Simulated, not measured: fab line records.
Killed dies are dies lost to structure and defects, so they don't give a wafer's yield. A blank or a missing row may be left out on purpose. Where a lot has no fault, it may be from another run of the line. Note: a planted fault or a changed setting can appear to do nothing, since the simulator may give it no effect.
The same fault as seen by 3 desks -- flow n5_finfet -- every desk sees just its own numbers, and what lay behind them comes last

## AT THE METROLOGY DESK
Means of the sampled wafers that have a number, per lot and without regard to the tool the lot ran on: this is what the gauges read. Any lot whose mean is over 4 standard deviations away from the usual mean is out of limits and marked OUT; that distance is given in the brackets.
Columns: A = cd_nm at N5_BEOL_M7_CD_MEAS_28, usual 40.00 nm; B = V6_OVL at N5_BEOL_M7_OVL_MEAS_29, usual 0.1 nm
lot,first seen here,A,B
L691,day 9 06:02,39.95,-0.1
L698,day 10 22:36,40.08,-0.8
L699,day 10 22:49,39.74,0.5
L701,day 11 14:36,39.95,-0.2
L709,day 14 09:33,39.87,-0.8
L713,day 15 11:05,40.12,0.1
Result from this desk: across the 6 lots, nothing is out of limits.

## FOR THE TOOL OWNER'S DESK: rie_diel-06
The tool's own readings at N5_BEOL_M7_VIA_ETCH_34 (etches SiCOH lowk in C4F6/O2, target depth 125.5 nm, time 50.5 s): means of the sampled wafers that have a number, for each lot that ran on this tool. Any lot whose mean is over 4 standard deviations away from the usual mean is out of limits and marked OUT; that distance is given in the brackets. Readings shown: 7 out of 9 (the first out of limits, and those lying furthest out on some lot).
Columns: A = O2_flow_sccm at N5_BEOL_M7_VIA_ETCH_34, usual 10.002 sccm; B = oes_f_703_au at N5_BEOL_M7_VIA_ETCH_34, usual 0.78 a.u.; C = oes_o_777_au at N5_BEOL_M7_VIA_ETCH_34, usual 0.78 a.u.; D = oes_product_au at N5_BEOL_M7_VIA_ETCH_34, usual 0.77 a.u.; E = rf_fwd_power_W at N5_BEOL_M7_VIA_ETCH_34, usual 341.8 W; F = rf_vpp_V at N5_BEOL_M7_VIA_ETCH_34, usual 659 V; G = showerhead_plenum_p_Torr at N5_BEOL_M7_VIA_ETCH_34, usual 2.83 Torr
lot,first seen here,A,B,C,D,E,F,G
L699,day 10 23:09,9.999,0.54,0.58,0.71,259.4 (-63) OUT,762 (+9.4) OUT,2.84
L701,day 11 15:14,10.033,0.56,0.60,0.73,259.9 (-63) OUT,756 (+8.8) OUT,2.80
L713,day 15 11:23,10.003,0.75,0.75,0.74,341.0,657,2.75
This desk finds L699, L701 out of limits, L699 being first, at day 10 23:09 (rf_fwd_power_W at N5_BEOL_M7_VIA_ETCH_34). L713 stayed within limits.

## THE DEFECT DESK
Counts from the inspections along the route, per lot, as means over the sampled wafers that have a number. Any lot whose mean is over 4 standard deviations away from the usual mean is out of limits and marked OUT; that distance is given in the brackets.
Columns: A = raw_defect_count at N5_BEOL_M7_INSPECT_30, usual 414
lot,first seen here,A
L691,day 9 06:08,407
L698,day 10 22:41,389
L699,day 10 22:54,370
L701,day 11 14:42,468
L709,day 14 09:38,476
L713,day 15 11:11,392
Result from this desk: across the 6 lots, nothing is out of limits.

## TAKEN TOGETHER
An alarm could have come from the tool owner's desk at day 10 23:09, on L699, L701.
From the metrology desk's view, nothing was out of limits.
No out-of-limits result turned up at the defect desk.
The metrology desk holds a record of L699, L701, inside its limits.
The defect desk has L699, L701 on record, within its limits.
On rie_diel-06, each named lot ran N5_BEOL_M7_VIA_ETCH_34.

## WHAT HAD BEEN PUT IN BY THE SIMULATOR
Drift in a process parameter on rie_diel-06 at N5_BEOL_M7_VIA_ETCH_34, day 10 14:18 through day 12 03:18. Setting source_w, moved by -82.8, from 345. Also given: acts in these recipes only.
Struck lots among those shown: L699, L701.
Hours from the fault's start to each desk's first reading out of limits: the tool owner's desk, 9.
